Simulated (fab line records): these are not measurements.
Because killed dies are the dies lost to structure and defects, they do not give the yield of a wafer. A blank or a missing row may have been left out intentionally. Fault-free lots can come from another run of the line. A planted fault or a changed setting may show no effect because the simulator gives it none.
Which tool is to blame? ; flow n5_finfet ; 33 wafers from 11 lots sampled at 4 of the route's 1938 steps

WHAT THE GAUGES SHOWED, per wafer
N5_BEOL_M8_RS_MEAS_57: uses a four-point probe to measure.
lot;measured;on;M8_RS (ohm/sq)
L662;day 10 03:41;film_metro-01;0.286 0.287 0.298
L663;day 10 05:11;film_metro-01;0.288 0.290 0.286
L665;day 10 11:31;film_metro-02;0.295 0.295 0.299
L666;day 10 23:55;film_metro-02;0.293 0.276 0.287
L673;day 13 13:28;film_metro-02;0.286 0.279 0.278
L675;day 14 01:31;film_metro-02;0.286 0.286 0.282
L680;day 14 11:01;film_metro-02;0.288 0.281 0.286
L676;day 14 12:22;film_metro-02;0.286 0.287 0.280
L678;day 15 00:11;film_metro-02;0.295 0.293 0.282
L679;day 15 01:35;film_metro-01;0.286 0.289 0.279
L681;day 15 10:34;film_metro-01;0.292 0.293 0.289

WHICH TOOL RAN EACH LOT (tool, then ch and the chambers of the sampled wafers, then the start)
lot;N5_BEOL_M8_SPUTTER_48;N5_BEOL_M8_CMP_52;N5_BEOL_M8_DEP_56
L662;pvd_sputter-03, day 10 02:06;cmp-02 ch 1,3, day 10 03:16;pecvd-02 ch 0,1, day 10 03:36
L663;pvd_sputter-01, day 10 03:58;cmp-01 ch 0,2,3, day 10 04:46;pecvd-02 ch 1, day 10 05:06
L665;pvd_sputter-03, day 10 10:26;cmp-02 ch 0,1,3, day 10 11:05;pecvd-04 ch 1,2, day 10 11:26
L666;pvd_sputter-01, day 10 21:59;cmp-02 ch 1,2, day 10 23:17;pecvd-04 ch 0,1, day 10 23:38
L673;pvd_sputter-03, day 13 12:15;cmp-03 ch 0,2,3, day 13 12:53;pecvd-02 ch 1,2, day 13 13:10
L675;pvd_sputter-03, day 14 00:23;cmp-02 ch 0,2, day 14 00:53;pecvd-01 ch 0,1,2, day 14 01:15
L680;pvd_sputter-02, day 14 10:02;cmp-01 ch 0,1,2, day 14 10:34;pecvd-04 ch 0,2, day 14 10:56
L676;pvd_sputter-03, day 14 11:25;cmp-01 ch 0,2,3, day 14 11:56;pecvd-02 ch 0,2, day 14 12:17
L678;pvd_sputter-03, day 14 22:53;cmp-02 ch 0,2,3, day 14 23:47;pecvd-02 ch 0,1,2, day 15 00:07
L679;pvd_sputter-03, day 15 00:38;cmp-02 ch 0,1, day 15 01:09;pecvd-01 ch 0,2, day 15 01:31
L681;pvd_sputter-03, day 15 08:31;cmp-03 ch 1,3, day 15 10:10;pecvd-01 ch 0,2, day 15 10:29
- N5_BEOL_M8_SPUTTER_48: material Cu, target thk 10 nm, time 1.667 s.
- N5_BEOL_M8_CMP_52: polishes, stops on SiCOH lowk, t overpolish 6.9 s, target thk 80 nm.
- N5_BEOL_M8_DEP_56: deposits SiCN from 3MS/NH3, target thk 10 nm, time 17.5 s.

AS READ BY THE TOOLS THEMSELVES (means over the sampled wafers that have a number; for cases with no such wafer, the mark the record gives instead)
N5_BEOL_M8_SPUTTER_48.
lot;tool;cathode_dc_power_W (W);throttle_valve_pct (%)
L662;pvd_sputter-03;26004;29.9
L663;pvd_sputter-01;26005;30.0
L665;pvd_sputter-03;26005;30.3
L666;pvd_sputter-01;26000;30.0
L673;pvd_sputter-03;25998;29.9
L675;pvd_sputter-03;25999;29.9
L680;pvd_sputter-02;26002;29.6
L676;pvd_sputter-03;26002;29.5
L678;pvd_sputter-03;25999;29.7
L679;pvd_sputter-03;25998;30.3
L681;pvd_sputter-03;26000;29.7

N5_BEOL_M8_CMP_52.
lot;tool;barrier_field_endpoint_s (s);motor_current_A (A);overpolish_run_s (s);time_to_endpoint_s (s)
L662;cmp-02;29.2;6.0;6.901;63.4
L663;cmp-01;28.4;5.9;6.894;60.3
L665;cmp-02;28.4;6.5;6.906;63.5
L666;cmp-02;29.0;7.2;6.894;63.9
L673;cmp-03;28.3;6.0;6.903;59.7
L675;cmp-02;28.6;6.3;6.902;61.0
L680;cmp-01;29.4;6.3;6.905;61.1
L676;cmp-01;28.5;6.1;6.889;62.0
L678;cmp-02;28.6;6.2;6.901;62.7
L679;cmp-02;29.6;7.2;6.899;64.0
L681;cmp-03;29.3;6.6;6.900;63.4

N5_BEOL_M8_DEP_56.
lot;tool;showerhead_plenum_p_Torr (Torr);showerhead_vpp_V (V);throttle_valve_pct (%)
L662;pecvd-02;3.681;871;9.5
L663;pecvd-02;3.678;869;9.6
L665;pecvd-04;3.649;872;8.5
L666;pecvd-04;3.661;887;9.2
L673;pecvd-02;3.671;935;9.1
L675;pecvd-01;3.650;854;9.2
L680;pecvd-04;3.665;880;8.8
L676;pecvd-02;3.667;911;9.3
L678;pecvd-02;3.672;909;9.3
L679;pecvd-01;3.629;869;9.5
L681;pecvd-01;3.631;868;9.5

THE ANSWER, worked out from the rows above alone
Rule: usual is defined by the lots themselves. Put in order of their means at a reading, lots are off if they are a third of the lots or fewer, leave a main group of 4 or more, and stand apart from it by a gap of 3 or more times the standard deviation of the main group's means; of several such gaps the widest counts. A main group whose means are all the same, to the digits that the tables above print for the reading, isn't used. A lot without any number at a reading at which 4 lots or more have one is off too. Any other lot the step has rows for is counted as sound. After the gauges, taken in route order, come the tools' own readings; for these a lot's mean is taken, as printed above. The first step at which some lot is off is used, and at that step the reading that is off furthest; a lot without a number counts as furthest.
Across all readings shown, no lot is off: no conclusion can be drawn from this.

WHAT THE SIMULATOR PUT IN
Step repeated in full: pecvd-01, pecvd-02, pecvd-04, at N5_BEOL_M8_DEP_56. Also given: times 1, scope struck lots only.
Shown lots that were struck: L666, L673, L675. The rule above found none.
